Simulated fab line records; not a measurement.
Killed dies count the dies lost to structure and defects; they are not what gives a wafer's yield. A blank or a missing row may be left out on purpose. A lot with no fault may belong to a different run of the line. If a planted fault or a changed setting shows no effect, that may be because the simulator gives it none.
A lot that was struck, set against a sound lot :: flow nand harc :: 27 steps out of a route of 1159
Sound: the wafers L615.1, L615.4, L615.5. Wafers L616.2, L616.3, L616.5 were the ones struck. The cause is named last.
Per side, at each step with rows, come the tool, then ch with its chambers, and then its first start. Under that, the readings that differ: sound wafers :: struck wafers :: difference of the means :: sigmas: that difference in standard deviations of wafers without a fault.
alike: same words and numbers on both sides, and readings whose means sit less than 2 such deviations apart. not compared: any withheld reading, any reading some wafer has no value for, any bound like >300 that may hide the same value, and any number with overlapping values for which the record gives no deviation.
A row with sigmas, a row that says differs or no value, or rows on one side alone: a step with any of these is where the two part. Numbers that don't overlap but have no deviation are shown without sigmas and don't part them. A reading missing from all wafers of one side parts the sides only when that side holds two or more wafers.

NHARC_P_ZERO_WELL_INSPECT_43:
  sound: defect inspect-01 at day 3 13:29; struck: defect inspect-02 at day 3 20:01
  alike: raw defect count
then, 11 steps without rows for these wafers: NHARC_P_STI_ETCH_26 (etches SiO2 in dHF, target depth 11 nm); NHARC_P_STI_PRECLEAN_27 (cleans in SC1); NHARC_P_STI_SRD_28; NHARC_P_STI_OXIDE_29 (material SiO2, target thk 10 nm, ox time 1362 s); NHARC_P_STI_HM_DEP_30 (deposits Si3N4, target thk 80 nm, time 873 s); NHARC_P_STI_DEHYDRATE_01 (time 120 s); NHARC_P_STI_HMDS_02 (time 30 s); NHARC_P_STI_COAT_41 (time 65 s); NHARC_P_STI_COAT_03 (resist thk 600 nm); NHARC_P_STI_SOFTBAKE_04 (time 70 s); NHARC_P_STI_EBR_05.
NHARC_P_STI_EXPOSE_06: exposes mask P STI, target cd 200 nm.
  sound on krf scanner-01 ch 0, day 4 04:39; struck on krf scanner-02 ch 0, day 4 14:05
reading: mask
sound: P_STI#0 P_STI#0 P_STI#0
struck: P_STI_R1#0 P_STI_R1#0 P_STI_R1#0
difference: differs
sigmas: 
  alike: exposure dose mJ cm2
then, 2 steps without rows for these wafers: NHARC_P_STI_PEB_07 (peb time 80 s); NHARC_P_STI_DEVELOP_08 (time 50 s).
NHARC_P_STI_CD_MEAS_09: target cd 200 nm.
  sound on cd sem-02 ch 0, day 4 04:49; struck on cd sem-02 ch 0, day 4 14:14
reading: cd nm (nm)
sound: 197 201 206
struck: 222 223 228
difference: +23
sigmas: +7
NHARC_P_STI_OVL_MEAS_10:
  sound: overlay-02 at day 4 04:53; struck: overlay-01 at day 4 14:19
  alike: overlay x nm, overlay y nm
NHARC_P_STI_INSPECT_11:
  sound: defect inspect-01 at day 4 04:56; struck: defect inspect-02 at day 4 14:21
  alike: raw defect count
then, 1 step without rows for these wafers: NHARC_P_STI_HARDBAKE_13 (time 65 s).
NHARC_P_STI_DESCUM_14: chemistry O2, time 3 s.
  sound on rie diel-08 ch 1,2, day 4 05:04; struck on rie diel-08 ch 0,2, day 4 14:30
reading: model.P_STI.cd nm (nm)
sound: 197.4 202.5 206.2
struck: 221.7 223.6 228.4
difference: +22.5
sigmas: 
  alike: drypump motor current A, oes product au, rf vpp V, showerhead plenum p Torr, throttle valve pct
  not compared: rf hours counter h
NHARC_P_STI_ETCH_42: etches the open film in N2/H2, target depth 80 nm, overetch 24 nm, time 61 s.
  sound on rie diel-08 ch 0,1,3, day 4 05:09; struck on rie diel-08 ch 2,3, day 4 14:35
  alike: drypump motor current A, oes product au, rf vpp V, showerhead plenum p Torr, throttle valve pct
  not compared: rf hours counter h
NHARC_P_STI_ETCH_31: etches the open film in CF4/CHF3, target depth 108.9 nm, time 54.5 s.
  sound: rie diel-08 ch 0,1; struck: rie diel-08 ch 0,2,3
  alike: drypump motor current A, oes product au, rf vpp V, showerhead plenum p Torr, throttle valve pct
  not compared: rf hours counter h
NHARC_P_STI_ETCH_15: etches the open film in HBr/Cl2, target depth 300 nm, time 100.1 s.
  sound on rie si-06 ch 1,2,3, day 4 05:20; struck on rie si-03 ch 0,1,2, day 4 14:50
reading: model.P_STI.cd nm (nm)
sound: 194.7 203.8 205.2
struck: 220.7 225 231.8
difference: +24.6
sigmas: 
  alike: drypump motor current A, oes product au, throttle valve pct
  not compared: rf hours counter h
NHARC_P_STI_CD_MEAS_16:
  sound: cd sem-02 at day 4 05:30; struck: cd sem-01 at day 4 14:58
reading: cd nm (nm)
sound: 195 204 205
struck: 221 225 232
difference: +25
sigmas: +6
NHARC_P_STI_OCD_MEAS_17:
  sound: ocd-02 at day 4 05:35; struck: ocd-02 at day 4 15:04
reading: trench foot cd nm (nm)
sound: 156 160 163
struck: 180 183 186
difference: +23
sigmas: +7
  alike: trench depth nm
then, 2 steps without rows for these wafers: NHARC_P_STI_STRIP_19 (strips in SPM, time 900 s); NHARC_END_SORT_01.

WHERE THEY PART
Earliest at NHARC_P_STI_EXPOSE_06; latest, in this record, at NHARC_P_STI_OCD_MEAS_17.

WHY: the cause the simulator had injected
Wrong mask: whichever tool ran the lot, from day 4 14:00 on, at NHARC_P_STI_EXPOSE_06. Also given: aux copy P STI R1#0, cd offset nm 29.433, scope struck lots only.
